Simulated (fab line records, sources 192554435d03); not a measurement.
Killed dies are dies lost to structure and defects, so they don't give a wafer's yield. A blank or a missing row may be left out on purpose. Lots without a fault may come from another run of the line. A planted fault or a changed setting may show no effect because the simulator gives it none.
Split-lot experiment | flow n5_finfet | 7 lots, 39 wafers read, on a route of 1938 steps

THE SPLIT
At N5_MOL_CONTACT_COAG_ETCH_91 (etches SOC in N2/H2, target depth 60 nm, overetch 21 nm, time 101.2 s), the setting target_depth_a was moved away from the recipe's 600 angstrom on 12 of the 39 wafers read, by -8.3% to +11.2%. The other wafers ran this setting at the recipe's value.

The reading is taken at the split's own step.

THE READING
SiARC_of_MOL_CONTACT_COAG_COAT_76.thk_nm (the simulator's own value, which no gauge read), in nm, at N5_MOL_CONTACT_COAG_ETCH_91 (etches SOC in N2/H2, target depth 60 nm, overetch 21 nm, time 101.2 s). The file gives no usual value for it. The 27 wafers here that ran the recipe average 5.8 nm, standard deviation 0.052 nm.

wafer  | tool, chamber at the split | target_depth_a as run, angstrom | against the recipe | SiARC_of_MOL_CONTACT_COAG_COAT_76.thk_nm, nm | against lot-mates on the recipe
L075.3 | rie_diel-05, 0,1,2         | 600                             | recipe             | 5.8                                          | -
L075.4 | rie_diel-05, 0,1,2         | 600                             | recipe             | 5.8                                          | -
L075.5 | rie_diel-05, 0,1,2         | 600                             | recipe             | 5.8                                          | -
L077.1 | rie_diel-05, 1,2           | 556.9                           | -7.2%              | 6                                            | +0.2
L077.3 | rie_diel-05, 1,2           | 556.9                           | -7.2%              | 6                                            | +0.2
L077.2 | rie_diel-05, 0,2,3         | 600                             | recipe             | 5.8                                          | -
L077.5 | rie_diel-05, 0,2,3         | 600                             | recipe             | 5.8                                          | -
L077.6 | rie_diel-05, 0,2,3         | 600                             | recipe             | 5.8                                          | -
L077.4 | rie_diel-05, 3             | 556.9                           | -7.2%              | 6.2                                          | +0.4
L081.1 | rie_diel-05, 2             | 667.4                           | +11.2%             | 5.4                                          | -0.4
L081.5 | rie_diel-05, 2             | 667.4                           | +11.2%             | 5.4                                          | -0.4
L081.2 | rie_diel-05, 3,1,0         | 600                             | recipe             | 5.8                                          | -
L081.3 | rie_diel-05, 3,1,0         | 600                             | recipe             | 5.8                                          | -
L081.4 | rie_diel-05, 3,1,0         | 600                             | recipe             | 5.8                                          | -
L081.6 | rie_diel-05, 3             | 667.4                           | +11.2%             | 5.6                                          | -0.2
L084.1 | rie_diel-02, 3,1,2         | 600                             | recipe             | 5.8                                          | -
L084.4 | rie_diel-02, 3,1,2         | 600                             | recipe             | 5.8                                          | -
L084.6 | rie_diel-02, 3,1,2         | 600                             | recipe             | 5.8                                          | -
L084.2 | rie_diel-02, 2,3           | 653.1                           | +8.9%              | 5.4                                          | -0.4
L084.5 | rie_diel-02, 2,3           | 653.1                           | +8.9%              | 5.4                                          | -0.4
L084.3 | rie_diel-02, 0             | 653.1                           | +8.9%              | 5.6                                          | -0.2
L085.1 | rie_diel-02, 1,0,3,2,2,3   | 600                             | recipe             | 5.8                                          | -
L085.2 | rie_diel-02, 1,0,3,2,2,3   | 600                             | recipe             | 5.8                                          | -
L085.3 | rie_diel-02, 1,0,3,2,2,3   | 600                             | recipe             | 5.8                                          | -
L085.4 | rie_diel-02, 1,0,3,2,2,3   | 600                             | recipe             | 5.8                                          | -
L085.5 | rie_diel-02, 1,0,3,2,2,3   | 600                             | recipe             | 5.8                                          | -
L085.6 | rie_diel-02, 1,0,3,2,2,3   | 600                             | recipe             | 5.8                                          | -
L087.1 | rie_diel-02, 0,0,2         | 600                             | recipe             | 5.8                                          | -
L087.5 | rie_diel-02, 0,0,2         | 600                             | recipe             | 5.8                                          | -
L087.6 | rie_diel-02, 0,0,2         | 600                             | recipe             | 5.8                                          | -
L087.2 | rie_diel-02, 2,1,1         | 550.5                           | -8.3%              | 6                                            | +0.2
L087.3 | rie_diel-02, 2,1,1         | 550.5                           | -8.3%              | 6                                            | +0.2
L087.4 | rie_diel-02, 2,1,1         | 550.5                           | -8.3%              | 6                                            | +0.2
L090.1 | rie_diel-01, 0             | 600                             | recipe             | 5.6                                          | -
L090.6 | rie_diel-01, 0             | 600                             | recipe             | 5.6                                          | -
L090.2 | rie_diel-01, 1,3,2,1       | 600                             | recipe             | 5.8                                          | -
L090.3 | rie_diel-01, 1,3,2,1       | 600                             | recipe             | 5.8                                          | -
L090.4 | rie_diel-01, 1,3,2,1       | 600                             | recipe             | 5.8                                          | -
L090.5 | rie_diel-01, 1,3,2,1       | 600                             | recipe             | 5.8                                          | -
Where a row lists several chambers, the file gives one row for several wafers and doesn't say which wafer went through which chamber.

THE FIT
A straight line over all 39 wafers: SiARC_of_MOL_CONTACT_COAG_COAT_76.thk_nm changes by -0.0314 nm for each +1% of target_depth_a; r = -0.92; the points scatter about the line by 0.069 nm.
The same after taking each lot's own level away (the mean of its wafers on the recipe; 39 wafers): -0.0316 nm for each +1%; r = -0.93; scatter 0.065 nm.
On that fit, the largest move of target_depth_a shifts the reading by 0.35 nm.
The lots' own levels span 5.73 to 5.80 nm, that is 1.3 times the standard deviation above.
So the lot-to-lot level changes the slope little: the two slopes agree.
Check: with one of the wafers moved furthest among these (+11.2%) left out of the fit, the line predicts -0.352 nm for it against its lot-mates. It came out at -0.4 nm against them.

THE FILE'S OWN FIT
SiARC_of_MOL_CONTACT_COAG_COAT_76.thk_nm changes by -0.0316 nm for each +1% of target_depth_a, r = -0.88.
